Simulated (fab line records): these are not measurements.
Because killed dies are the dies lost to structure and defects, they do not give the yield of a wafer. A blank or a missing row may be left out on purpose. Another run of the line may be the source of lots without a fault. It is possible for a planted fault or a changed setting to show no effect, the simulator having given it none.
Chamber matching || flow n5Finfet || 4 sister chambers for N5_BEOL_M8_STRIP_19 on rieDiel-02
The step strips in O2. 8 wafers are shown with their chamber, then 12 later ones without.

## EACH WAFER AND ITS CHAMBER
{"wafer": "L088.5", "chamber": 3, "showerheadPlenumPTorr (Torr)": 2.04, "throttleValvePct (%)": 16.72}
{"wafer": "L091.2", "chamber": 3, "showerheadPlenumPTorr (Torr)": 2.04, "throttleValvePct (%)": 16.73}
{"wafer": "L091.6", "chamber": 0, "showerheadPlenumPTorr (Torr)": 2.10, "throttleValvePct (%)": 16.53}
{"wafer": "L089.3", "chamber": 1, "showerheadPlenumPTorr (Torr)": 2.10, "throttleValvePct (%)": 16.54}
{"wafer": "L089.5", "chamber": 1, "showerheadPlenumPTorr (Torr)": 2.10, "throttleValvePct (%)": 16.55}
{"wafer": "L092.2", "chamber": 0, "showerheadPlenumPTorr (Torr)": 2.09, "throttleValvePct (%)": 16.52}
{"wafer": "L092.3", "chamber": 2, "showerheadPlenumPTorr (Torr)": 2.01, "throttleValvePct (%)": 16.73}
{"wafer": "L092.4", "chamber": 2, "showerheadPlenumPTorr (Torr)": 2.01, "throttleValvePct (%)": 16.73}

## WAFERS WHOSE CHAMBER IS MISSING
{"wafer": "L095.1", "showerheadPlenumPTorr (Torr)": 2.01, "throttleValvePct (%)": 16.74}
{"wafer": "L095.2", "showerheadPlenumPTorr (Torr)": 2.04, "throttleValvePct (%)": 16.74}
{"wafer": "L095.3", "showerheadPlenumPTorr (Torr)": 2.10, "throttleValvePct (%)": 16.56}
{"wafer": "L095.4", "showerheadPlenumPTorr (Torr)": 2.09, "throttleValvePct (%)": 16.55}
{"wafer": "L095.5", "showerheadPlenumPTorr (Torr)": 2.04, "throttleValvePct (%)": 16.75}
{"wafer": "L095.6", "showerheadPlenumPTorr (Torr)": 2.01, "throttleValvePct (%)": 16.74}
{"wafer": "L096.3", "showerheadPlenumPTorr (Torr)": 2.03, "throttleValvePct (%)": 16.76}
{"wafer": "L096.5", "showerheadPlenumPTorr (Torr)": 2.10, "throttleValvePct (%)": 16.54}
{"wafer": "L096.6", "showerheadPlenumPTorr (Torr)": 2.09, "throttleValvePct (%)": 16.59}
{"wafer": "L097.1", "showerheadPlenumPTorr (Torr)": 2.09, "throttleValvePct (%)": 16.56}
{"wafer": "L097.4", "showerheadPlenumPTorr (Torr)": 2.00, "throttleValvePct (%)": 16.74}
{"wafer": "L097.5", "showerheadPlenumPTorr (Torr)": 2.10, "throttleValvePct (%)": 16.54}

## THE CHAMBER EACH PASSED THROUGH
{"wafer": "L095.1", "from the rows above": 2, "in truth": 2}
{"wafer": "L095.2", "from the rows above": 3, "in truth": 3}
{"wafer": "L095.3", "from the rows above": 1, "in truth": 1}
{"wafer": "L095.4", "from the rows above": "can't be placed: 1 or 0", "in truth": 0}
{"wafer": "L095.5", "from the rows above": 3, "in truth": 3}
{"wafer": "L095.6", "from the rows above": 2, "in truth": 2}
{"wafer": "L096.3", "from the rows above": "can't be placed: 3 or 2", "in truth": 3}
{"wafer": "L096.5", "from the rows above": 1, "in truth": 1}
{"wafer": "L096.6", "from the rows above": 1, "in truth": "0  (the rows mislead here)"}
{"wafer": "L097.1", "from the rows above": 1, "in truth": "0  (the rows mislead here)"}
{"wafer": "L097.4", "from the rows above": 2, "in truth": 2}
{"wafer": "L097.5", "from the rows above": 1, "in truth": 1}
Placed correctly: 8 of 12. Can't be placed from these rows: 2 (the true chamber is among the candidates in 2). Number placed wrongly: 2.
How it was worked out, from the rows above alone: a wafer's distance from a chamber is the root of the sum, over the readings, of the square of ((its reading less the chamber's mean) divided by the reading's scatter). If the next closest chamber is less than 2 further off than the closest, the wafer can't be placed; otherwise it belongs to the closest. Each chamber's mean is taken over the wafers shown for it. The scatter: take each reading less its chamber's mean, square it, sum over the shown wafers, divide by the number of wafers less the number of chambers, and take the root.
